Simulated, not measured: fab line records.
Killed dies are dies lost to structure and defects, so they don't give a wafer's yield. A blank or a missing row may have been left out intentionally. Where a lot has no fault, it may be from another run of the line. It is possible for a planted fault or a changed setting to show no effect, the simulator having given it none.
Struck lot and sound lot, side by side    flow n5 finfet    23 out of 1938 route steps
Sound: these wafers, L814.1, L814.4, L814.6. Wafers L812.1, L812.4, L812.5 were the ones struck. The cause comes at the end.
Per side, at each step with rows, come the tool, then ch with its chambers, and then its first start. Under that, the readings that differ: sound wafers    struck wafers    difference of the means    sigmas: that difference in standard deviations of wafers without a fault.
alike: words and numbers the same on both sides, and readings whose means are apart by under 2 such deviations; not compared: readings that were withheld, readings missing a value for some wafer, numbers with overlapping values and no deviation given by the record, and bounds like >300 which may hide the same value.
The two part at a step that has a row with sigmas, a row that says differs or no value, or rows on one side only. When numbers do not overlap yet have no deviation, they are printed without sigmas and do not part them. Lack of a reading on every wafer of one side parts them only where that side has two or more wafers.

first, 8 steps without rows for these wafers: N5_BEOL_M6_ANNEAL_51 (time 90 s); N5_BEOL_M6_CMP_52 (polishes, stops on SiCOH lowk, t overpolish 6.9 s, target thk 80 nm); N5_BEOL_M6_PRE_CLEAN_55 (time 15 s); N5_BEOL_M6_DEP_56 (deposits SiCN from 3MS/NH3, target thk 10 nm, time 17.5 s); N5_BEOL_M7_ILD_DEP_00 (deposits SiCOH lowk from DEMS/porogen, target thk 179.75 nm, time 33.4 s); N5_BEOL_M7_CURE_74 (cures SiCOH lowk, time 240 s); N5_BEOL_M7_PECVD_70 (deposits SiO2 from TEOS/O2, target thk 20 nm, time 22.7 s); N5_BEOL_M7_HM_DEP_02 (deposits TiN, target thk 20 nm).
N5_BEOL_M7_COAT_59: time 60 s, resist thk 100 nm.
  sound on litho track-03 ch 0, day 13 23:37; struck on litho track-04 ch 0, day 13 21:53
reading                                   sound                 struck                difference  sigmas
spin speed rpm (rpm)                      1498.5 1498.6 1500.1  1602.1 1602.8 1602.6  +103.4      +99 or more
model.SOC_of_BEOL_M7_COAT_59.thk nm (nm)  99.6 99.8 99.4        96.6 96.6 96.4        -3.1        
then, 9 steps without rows for these wafers: N5_BEOL_M7_COAT_60 (time 60 s, resist thk 35 nm); N5_BEOL_M7_COAT_05 (resist thk 90 nm); N5_BEOL_M7_EBR_07; N5_BEOL_M7_SOFTBAKE_06 (time 60 s); N5_BEOL_M7_EXPOSE_08 (exposes mask M7); N5_BEOL_M7_PEB_09 (peb time 60 s); N5_BEOL_M7_DEVELOP_10 (develop time 30 s); N5_BEOL_M7_DESCUM_16 (chemistry O2, time 7.9 s); N5_BEOL_M7_ETCH_61 (etches SiARC in CF4, target depth 45.5 nm, time 75.8 s).
N5_BEOL_M7_ETCH_62: etches SOC in N2/H2, target depth 110 nm, overetch 22 nm, time 165 s.
  sound on rie diel-05 ch 0,2, day 14 00:34; struck on rie diel-05 ch 0,2,3, day 13 22:59
reading                   sound            struck             difference  sigmas
model.etch.depth nm (nm)  99.6 99.8 99.46  96.65 96.59 96.47  -3.05       
  alike: drypump motor current A, oes product au, rf vpp V, showerhead plenum p Torr, throttle valve pct
  not compared: rf hours counter h
then, 2 steps without rows for these wafers: N5_BEOL_M7_STRIP_68 (strips in N2/H2); N5_BEOL_M7_STRIP_67 (strips in CF4).
N5_BEOL_M7_HM_OPEN_17: chemistry Cl2/BCl3, target TiN, target depth 20 nm, overetch 6 nm.
  sound on rie metal-01 ch 0,1, day 14 00:45; struck on rie metal-02 ch 0,1, day 13 23:10
reading                                   sound           struck          difference  sigmas
model.SOC_of_BEOL_M7_COAT_59.thk nm (nm)  91.6 91.8 91.6  88.6 88.8 88.4  -3.1        
  alike: drypump motor current A, oes_ar_750_au, oes product au, throttle valve pct
  not compared: rf hours counter h
then, 1 step without rows for these wafers: N5_BEOL_M7_STRIP_19 (strips in O2).

## WHERE THEY PART
Only at N5_BEOL_M7_COAT_59, within this record. Later steps at which nothing parts them and some readings are alike: N5_BEOL_M7_ETCH_62, N5_BEOL_M7_HM_OPEN_17.

WHY: what had been put in by the simulator
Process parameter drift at N5_BEOL_M7_COAT_59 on litho track-04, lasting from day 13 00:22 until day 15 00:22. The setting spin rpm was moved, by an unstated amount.
